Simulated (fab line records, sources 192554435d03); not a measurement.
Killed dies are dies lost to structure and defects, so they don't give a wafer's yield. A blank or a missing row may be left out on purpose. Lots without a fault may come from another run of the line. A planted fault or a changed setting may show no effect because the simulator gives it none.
Which tool did it? | flow n5_finfet | 11 lots, 30 wafers sampled, at 1 step of a route of 1938

WHAT THE GAUGES READ, wafer by wafer
N5_BEOL_M15_INSPECT_55: inspects for defects (darkfield).
lot  | measured     | on                | raw_defect_count
L440 | day 12 11:40 | defect_inspect-02 | 111 77 104
L439 | day 12 23:32 | defect_inspect-02 | 60 71 77
L441 | day 13 02:54 | defect_inspect-01 | 41 36 74
L450 | day 15 10:53 | defect_inspect-02 | 92 44
L454 | day 15 14:19 | defect_inspect-02 | 108 79 117
L452 | day 15 23:41 | defect_inspect-02 | 85 88 71
L455 | day 16 09:20 | defect_inspect-02 | 81 45
L459 | day 17 06:15 | defect_inspect-01 | 53 37 61
L460 | day 17 18:01 | defect_inspect-02 | 141 61 84
L462 | day 17 19:26 | defect_inspect-02 | 71 68 55
L461 | day 18 00:31 | defect_inspect-02 | 55 34

WHICH TOOL RAN EACH LOT (tool, then ch and the chambers of the sampled wafers, then the start)
The record holds no process step before these readings.

WHAT THE TOOLS THEMSELVES READ (means of the sampled wafers that have a number; where no wafer has one, the mark that the record gives instead)
The record holds no such reading with a usual standard deviation.

THE ANSWER, worked out from the rows above alone
Rule: what is usual is taken from the lots themselves. Put in order of their means at a reading, lots are off if they are a third of the lots or fewer, leave a main group of 4 or more, and stand apart from it by a gap of 3 or more times the standard deviation of the main group's means; of several such gaps the widest counts. A main group whose means are all the same, to the digits that the tables above print for the reading, isn't used. A lot without any number at a reading at which 4 lots or more have one is off too. The other lots that the step has rows for count as sound. The gauges are gone through in route order, then the tools' own readings, and for those a lot's mean is taken as printed above. The first step at which some lot is off is used, and at that step the reading that is off furthest; a lot without a number counts as furthest.
No lot is off at any reading shown: from this, nothing can be told.

WHAT THE SIMULATOR HAD PUT IN
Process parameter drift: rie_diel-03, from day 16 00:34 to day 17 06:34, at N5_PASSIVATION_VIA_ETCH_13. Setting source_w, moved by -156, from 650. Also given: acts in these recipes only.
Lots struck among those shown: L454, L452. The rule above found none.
